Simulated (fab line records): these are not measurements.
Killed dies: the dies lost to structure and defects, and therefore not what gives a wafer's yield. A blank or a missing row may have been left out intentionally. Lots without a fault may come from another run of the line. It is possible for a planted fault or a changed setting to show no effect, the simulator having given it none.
A lot that was struck, set against a sound lot / flow nandHarc / 39 out of 1302 route steps
Sound: wafers L295.3, L295.4, L295.6. Struck: wafers L287.1, L287.2, L287.4. Last of all comes the cause.
Each step with rows lists, per side, the tool, then ch with its chambers, then its first start. Under that, the readings that differ: sound wafers / struck wafers / difference of the means / sigmas: that difference in standard deviations of wafers without a fault.
alike: readings with means less than 2 such deviations apart, plus words and numbers identical on both sides. not compared: withheld readings, readings lacking a value on some wafer, bounds such as >300 that could conceal the same value, and numbers that have no deviation in the record and whose values overlap.
Wherever a step has rows on one side only, a row that says differs or no value, or a row with sigmas, the two part there. When numbers do not overlap yet have no deviation, they are printed without sigmas and do not part them. Lack of a reading on every wafer of one side parts them only where that side has two or more wafers.

first, 10 steps without rows for these wafers: NHARC_A_CHANNEL_HOLE_D1_DEP_00 (deposits aC, target thk 3100 nm); NHARC_A_CHANNEL_HOLE_D1_DEP_01 (deposits SiON, target thk 140 nm); NHARC_A_CHANNEL_HOLE_D1_DEHYDRATE_02 (time 120 s); NHARC_A_CHANNEL_HOLE_D1_HMDS_03 (time 30 s); NHARC_A_CHANNEL_HOLE_D1_COAT_36 (time 75 s); NHARC_A_CHANNEL_HOLE_D1_COAT_37 (time 65 s); NHARC_A_CHANNEL_HOLE_D1_COAT_04 (resist thk 90 nm); NHARC_A_CHANNEL_HOLE_D1_SOFTBAKE_05 (time 55 s); NHARC_A_CHANNEL_HOLE_D1_EBR_06; NHARC_A_CHANNEL_HOLE_D1_EXPOSE_07 (exposes mask HOLE D1, target cd 100 nm).
NHARC_A_CHANNEL_HOLE_D1_PEB_08: peb time 65 s.
  sound on lithoTrack-04 ch 0, day 15 22:48; struck on lithoTrack-06 ch 0, day 13 01:01
then, 1 step without rows for these wafers: NHARC_A_CHANNEL_HOLE_D1_DEVELOP_09 (develop time 35 s).
NHARC_A_CHANNEL_HOLE_D1_CD_MEAS_10: the cd target is 100 nm.
  sound on cdSem-03 ch 0, day 15 22:53; struck on cdSem-01 ch 0, day 13 01:06
reading=cdNm (nm); sound=100.1 99.5 100.4; struck=108.9 108.8 108.6; difference=+8.8; sigmas=+17
NHARC_A_CHANNEL_HOLE_D1_DESCUM_15: chemistry O2, time 3 s.
  sound on rieDiel-01 ch 1,2, day 15 23:04; struck on rieDiel-13 ch 0,1,3, day 13 01:18
reading=model.A_CHANNEL_HOLE_D1.cdNm (nm); sound=100.2 99.72 100.5; struck=107.8 107.7 108.1; difference=+7.7; sigmas=
  alike: drypumpMotorCurrentA, oesProductAu, rfVppV, showerheadPlenumPTorr, throttleValvePct
  not compared: rfHoursCounterH
then, 4 steps without rows for these wafers: NHARC_A_CHANNEL_HOLE_D1_ETCH_38 (etches the open film in CF4, target depth 39 nm, time 65 s); NHARC_A_CHANNEL_HOLE_D1_ETCH_39 (etches the open film in N2/H2, target depth 260 nm, time 325 s); NHARC_A_CHANNEL_HOLE_D1_ETCH_34 (etches the open film in CF4/CHF3, target depth 154 nm, time 77 s); NHARC_A_CHANNEL_HOLE_D1_ETCH_16 (etches the open film in O2/COS, target depth 3100 nm, time 806 s).
NHARC_A_CHANNEL_HOLE_D1_CD_MEAS_18:
  sound: cdSem-03 at day 16 00:34; struck: cdSem-02 at day 13 02:23
reading=cdNm (nm); sound=100.0 98.1 98.2; struck=106.3 109.2 107.3; difference=+8.8; sigmas=+5
then, 12 steps without rows for these wafers: NHARC_A_CHANNEL_HOLE_D1_ETCH_19 (etches the open film in C4F8/O2/Ar, time 34.5 s); NHARC_A_CHANNEL_HOLE_D1_ETCH_20 (etches the open film in C4F8/O2/Ar, time 361.9 s, target depth 1600 nm); NHARC_A_CHANNEL_HOLE_D1_ETCH_21 (etches the open film in C4F8/O2/Ar, time 514.3 s, target depth 1600 nm); NHARC_A_CHANNEL_HOLE_D1_ETCH_22 (etches the open film in C4F8/O2/Ar, time 666.7 s, target depth 1600 nm); NHARC_A_CHANNEL_HOLE_D1_ETCH_23 (etches the open film in C4F8/O2/Ar, time 819 s, target depth 1600 nm); NHARC_A_CHANNEL_HOLE_D1_ETCH_24 (etches the open film in C4F8/O2/Ar, time 906.2 s, target depth 1500 nm); NHARC_A_CHANNEL_HOLE_D1_ETCH_25 (etches the open film in C4F8/O2/Ar, time 1040.2 s, target depth 1500 nm); NHARC_A_CHANNEL_HOLE_D1_ETCH_26 (etches the open film in C4F8/O2/Ar, time 224.1 s, target depth 300 nm); NHARC_A_CHANNEL_HOLE_D1_ETCH_33 (etches the open film in C4F8/O2/Ar, time 90 s, target depth 400 nm); NHARC_A_CHANNEL_HOLE_D1_STRIP_41 (strips in N2/H2); NHARC_A_CHANNEL_HOLE_D1_STRIP_42 (strips in CF4/CHF3); NHARC_A_CHANNEL_HOLE_D1_STRIP_43 (strips in O2/COS).
NHARC_A_CHANNEL_HOLE_D1_ETCH_44: etches the open film in CF4/O2, target depth 140 nm, overetch 14 nm, time 77 s.
  sound on rieDiel-01 ch 0,1,2, day 16 05:26; struck on rieDiel-11 ch 0,2,3, day 13 07:28
reading=cf4FlowSccm (sccm); sound=80.12 80.20 80.03; struck=79.70 79.54 79.36; difference=-0.58; sigmas=-2
reading=model.A_CHANNEL_HOLE_D1.cdNm (nm); sound=89.32 91.62 90.47; struck=98.9 99.72 97.48; difference=+8.2; sigmas=
  alike: drypumpMotorCurrentA, oesProductAu, rfVppV, showerheadPlenumPTorr, throttleValvePct
  not compared: rfHoursCounterH
then, 3 steps without rows for these wafers: NHARC_A_CHANNEL_HOLE_D1_STRIP_27 (strips in O2); NHARC_A_CHANNEL_HOLE_D1_PRECLEAN_28 (cleans in SC1); NHARC_A_CHANNEL_HOLE_D1_SRD_29.
NHARC_A_CHANNEL_HOLE_D1_CD_MEAS_30:
  sound: cdSem-03 at day 16 06:14; struck: cdSem-03 at day 13 08:15
reading=cdNm (nm); sound=89.7 92.3 90.1; struck=98.4 99.8 97.3; difference=+7.8; sigmas=+6
NHARC_A_CHANNEL_HOLE_D1_XSEM_31:
  sound on xsem-01 ch 0, day 16 06:19; struck on xsem-02 ch 0, day 13 08:20
reading=botCdNm (nm); sound=73.7 76.3 74.2; struck=84.1 84.7 82.0; difference=+8.9; sigmas=+7
  alike: bowNm, tiltDeg
-- record jumps: 16 days between struck wafers' starts before vs after; left off in module A_CHANNEL_HOLE_D1, resumes in module END, first step shown is number 1301 of the route --
NHARC_END_WLT_00:
  sound: prober-01 at day 31 17:33; struck: prober-02 at day 28 23:37
reading=VT_DECK1_BOTTOM; sound=0.875 0.874 0.860; struck=0.886 0.884 0.888; difference=+0.016; sigmas=+2
reading=VT_DECK1_MEDIAN_NEAR_BOTTOM; sound=0.862 0.872 0.866; struck=0.879 0.887 0.888; difference=+0.018; sigmas=+3
reading=VT_DECK1_MEDIAN_NEAR_BOTTOM_INNER; sound=0.867 0.868 0.857; struck=0.892 0.893 0.881; difference=+0.025; sigmas=+3
reading=VT_DECK1_MIDDLE; sound=0.887 0.882 0.882; struck=0.897 0.898 0.895; difference=+0.013; sigmas=+2
reading=VT_DECK1_MIDDLE_INNER; sound=0.881 0.874 0.884; struck=0.901 0.894 0.895; difference=+0.017; sigmas=+3
reading=VT_DECK1_TOP; sound=0.884 0.886 0.889; struck=0.906 0.905 0.904; difference=+0.019; sigmas=+3
reading=VT_DECK1_TOP_INNER; sound=0.888 0.884 0.882; struck=0.903 0.904 0.907; difference=+0.020; sigmas=+3
reading=VT_DECK2_MIDDLE; sound=0.862 0.871 0.868; struck=0.884 0.886 0.882; difference=+0.017; sigmas=+2
reading=VT_DECK2_MIDDLE_INNER; sound=0.875 0.869 0.873; struck=0.893 0.882 0.896; difference=+0.018; sigmas=+2
reading=VT_DECK2_TOP; sound=0.882 0.879 0.889; struck=0.898 0.898 0.902; difference=+0.016; sigmas=+2
  alike: VT_DECK1_BOTTOM_INNER, VT_DECK2_BOTTOM, VT_DECK2_BOTTOM_INNER, VT_DECK2_MEDIAN_NEAR_BOTTOM, VT_DECK2_MEDIAN_NEAR_BOTTOM_INNER, VT_DECK2_TOP_INNER
NHARC_END_SORT_01:
  the record has rows for the struck wafers here (prober-02 ch 0, day 29 02:35) and none for the sound ones

## WHERE THEY PART
Last at NHARC_END_SORT_01 as far as this record goes, first at NHARC_A_CHANNEL_HOLE_D1_CD_MEAS_10.

WHY: whatever the simulator had introduced
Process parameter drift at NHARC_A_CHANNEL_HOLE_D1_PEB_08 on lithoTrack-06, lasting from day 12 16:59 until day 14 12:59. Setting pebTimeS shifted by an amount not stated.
